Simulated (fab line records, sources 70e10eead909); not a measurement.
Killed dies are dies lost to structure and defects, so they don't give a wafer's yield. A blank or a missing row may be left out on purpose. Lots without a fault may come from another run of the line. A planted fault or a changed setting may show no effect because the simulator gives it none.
Chamber matching | flow nand_harc | NHARC_P_M0_DEP_32 on pecvd-03: 3 sister chambers
The step deposits SiCN, target thk 30 nm. 3 wafers are shown with their chamber, then 10 later ones without.

WAFERS WITH THEIR CHAMBER
wafer  | chamber | heater_power_w (W)
L082.2 | 2       | 602
L087.1 | 1       | 607
L087.4 | 0       | 477

WAFERS WITHOUT THEIR CHAMBER
wafer  | heater_power_w (W)
L087.6 | 607
L090.2 | 610
L090.3 | 503
L090.6 | 621
L092.4 | 486
L092.5 | 576
L092.6 | 667
L093.2 | 490
L093.3 | 619
L093.6 | 607

WHICH CHAMBER EACH WENT THROUGH
wafer  | from the rows above     | in truth
L087.6 | can't be placed: 1 or 2 | 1
L090.2 | can't be placed: 1 or 2 | 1
L090.3 | 0                       | 0
L090.6 | can't be placed: 1 or 2 | 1
L092.4 | 0                       | 0
L092.5 | can't be placed: 2 or 1 | 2
L092.6 | can't be placed: 1 or 2 | 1
L093.2 | 0                       | 0
L093.3 | can't be placed: 1 or 2 | 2
L093.6 | can't be placed: 1 or 2 | 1
Placed correctly: 3 of 10. Can't be placed from these rows: 7 (the true chamber is among the candidates in 7). Placed wrongly: 0.
How it was worked out, from the rows above alone: a wafer's distance from a chamber is the root of the sum, over the readings, of the square of ((its reading less the chamber's mean) divided by the reading's scatter). The wafer belongs to the nearest chamber; if the next one is less than 2 further off, it can't be placed. A chamber's mean is the mean of its shown wafers. The scatter: with one shown wafer a chamber, the root of the mean of the squares of how far each hidden wafer lies from its nearest shown one.
